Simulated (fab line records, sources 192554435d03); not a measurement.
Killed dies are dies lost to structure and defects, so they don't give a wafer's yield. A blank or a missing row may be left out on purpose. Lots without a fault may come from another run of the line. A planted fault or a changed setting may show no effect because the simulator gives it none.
A struck lot beside a sound one | flow n5_finfet | 35 steps out of a route of 1938
Sound: wafers L799.1, L799.5, L799.6. Struck: wafers L804.1, L804.5, L804.6. The cause comes at the end.
At each step with rows: each side's tool, then ch and its chambers, then its first start. Under that, the readings that differ: sound wafers | struck wafers | difference of the means | sigmas: that difference in standard deviations of wafers without a fault.
alike: readings whose means differ by less than 2 such deviations, and words and numbers that are the same on both sides. not compared: withheld readings, readings that some wafer has no value for, bounds like >300 that may hide the same value, and numbers for which the record gives no deviation and whose values overlap.
The two part at a step that has a row with sigmas, a row that says differs or no value, or rows on one side only. Numbers that don't overlap but have no deviation are shown without sigmas and don't part them. A reading that every wafer of one side lacks parts them only if that side has two wafers or more.

first, 11 steps without rows for these wafers: N5_MOL_CONTACT_COAG_ETCH_91 (etches SOC in N2/H2, target depth 60 nm, overetch 21 nm, time 101.2 s); N5_MOL_CONTACT_COAG_STRIP_92 (strips in N2/H2); N5_MOL_CONTACT_COAG_STRIP_93 (strips in N2/H2); N5_MOL_CONTACT_COAG_ETCHBACK_135 (etches SiO2 in CHF3, target depth 25 nm, time 16.7 s); N5_MOL_CONTACT_COAG_STRIP_118 (strips in CHF3); N5_MOL_CONTACT_COAG_VIA_ETCH_46 (etches SiO2 in C4F6/O2, target depth 46 nm, overetch 9.2 nm, time 40 s); N5_MOL_CONTACT_COAG_STRIP_96 (strips in N2/H2); N5_MOL_CONTACT_COAG_ETCH_47 (etches SiNx in CH3F/O2, stops on W, target depth 27 nm); N5_MOL_CONTACT_COAG_STRIP_119 (strips in N2/H2, time 30 s); N5_MOL_CONTACT_COAG_PRECLEAN_144 (cleans in alkaline clean, time 60 s); N5_MOL_CONTACT_COAG_SRD_145 (time 30 s).
N5_MOL_CONTACT_COAG_COAT_62: time 60 s, resist thk 60 nm.
  sound on litho_track-02 ch 0, day 8 00:26; struck on litho_track-04 ch 0, day 9 03:05
  reading                                           | sound                | struck               | difference | sigmas
  spin_speed_rpm (rpm)                              | 1499.5 1501.2 1501.3 | 1714.5 1714.3 1714.1 | +213.6     | +99 or more
  model.SOC_of_MOL_CONTACT_COAG_COAT_62.thk_nm (nm) | 60 60 60.2           | 56 56 56             | -4         |
then, 13 steps without rows for these wafers: N5_MOL_CONTACT_COAG_COAT_63 (time 60 s, resist thk 10 nm); N5_MOL_CONTACT_COAG_COAT_64 (time 60 s, resist thk 10 nm); N5_MOL_CONTACT_COAG_COAT_34 (resist thk 40 nm); N5_MOL_CONTACT_COAG_EBR_36; N5_MOL_CONTACT_COAG_SOFTBAKE_35 (time 60 s); N5_MOL_CONTACT_COAG_EXPOSE_37 (exposes mask VD, defocus 0 nm); N5_MOL_CONTACT_COAG_PEB_38 (peb time 60 s); N5_MOL_CONTACT_COAG_DEVELOP_39 (develop time 30 s); N5_MOL_CONTACT_COAG_DESCUM_45 (chemistry O2, time 7 s); N5_MOL_CONTACT_COAG_ETCH_65 (etches underlayer in N2/H2, target depth 13 nm, time 10.4 s); N5_MOL_CONTACT_COAG_ETCH_66 (etches SiARC in CF4, target depth 13 nm, time 21.7 s); N5_MOL_CONTACT_COAG_ALD_133 (deposits SiO2, target thk 5 nm, pulse time 1 s, co reactant pulse time 1 s); N5_MOL_CONTACT_COAG_ETCHBACK_134 (etches SiO2 in CHF3, target depth 10 nm, time 6.7 s).
N5_MOL_CONTACT_COAG_ETCH_67: etches SOC in N2/H2, target depth 60 nm, overetch 21 nm, time 101.2 s.
  sound on rie_diel-05 ch 0,3, day 8 01:16; struck on rie_diel-05 ch 2,3, day 9 03:51
  reading                  | sound          | struck           | difference | sigmas
  model.etch.depth_nm (nm) | 60 59.97 60.18 | 56.1 55.92 56.04 | -4.0       |
  alike: drypump_motor_current_A, oes_product_au, rf_vpp_V, showerhead_plenum_p_Torr, throttle_valve_pct
  not compared: rf_hours_counter_h
then, 6 steps without rows for these wafers: N5_MOL_CONTACT_COAG_STRIP_68 (strips in N2/H2); N5_MOL_CONTACT_COAG_STRIP_69 (strips in N2/H2); N5_MOL_CONTACT_COAG_ETCHBACK_136 (etches SiO2 in CHF3, target depth 25 nm, time 16.7 s); N5_MOL_CONTACT_COAG_STRIP_120 (strips in CHF3); N5_MOL_CONTACT_COAG_VIA_ETCH_117 (etches SiO2 in C4F6/O2, target depth 40 nm, overetch 8 nm, time 26 s); N5_MOL_CONTACT_COAG_ETCH_124 (etches SiNx in CH3F/O2, stops on SiOC, target depth 6.5 nm).
N5_MOL_CONTACT_COAG_ETCH_48: etches SiOC in C4F6/O2, target depth 15 nm, overetch 4.5 nm, time 17 s.
  sound on rie_diel-05 ch 0,3, day 8 01:27; struck on rie_diel-05 ch 2,3, day 9 04:08
  reading                                           | sound          | struck     | difference | sigmas
  model.SOC_of_MOL_CONTACT_COAG_COAT_62.thk_nm (nm) | 45.6 45.8 45.8 | 42 41.6 42 | -4         |
  alike: O2_flow_sccm, drypump_motor_current_A, oes_f_703_au, oes_product_au, rf_vpp_V, showerhead_plenum_p_Torr, throttle_valve_pct
  not compared: rf_hours_counter_h
then, 1 step without rows for these wafers: N5_MOL_CONTACT_COAG_STRIP_72 (strips in N2/H2).
-- the record jumps here: 3 days lie between the struck wafers' starts before and after (it left off in module MOL_CONTACT_COAG and takes up again in module BEOL_M4, whose first step shown is number 1111 of the route) --
N5_BEOL_M4_RC_MEAS_101:
  sound on prober-02 ch 0, day 11 06:46; struck on prober-02 ch 0, day 12 08:45
  alike: DIBL_N, DIBL_P, IOFF_N, IOFF_P, ION_N, ION_P, SS_N, SS_P, VT_N, VT_P

WHERE THEY PART
Only at N5_MOL_CONTACT_COAG_COAT_62, within this record. Later steps at which nothing parts them and some readings are alike: N5_MOL_CONTACT_COAG_ETCH_67, N5_MOL_CONTACT_COAG_ETCH_48, N5_BEOL_M4_RC_MEAS_101.

WHY: what the simulator had put in
Process parameter drift: litho_track-04, from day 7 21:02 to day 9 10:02, at N5_MOL_CONTACT_COAG_COAT_62. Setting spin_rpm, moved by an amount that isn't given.
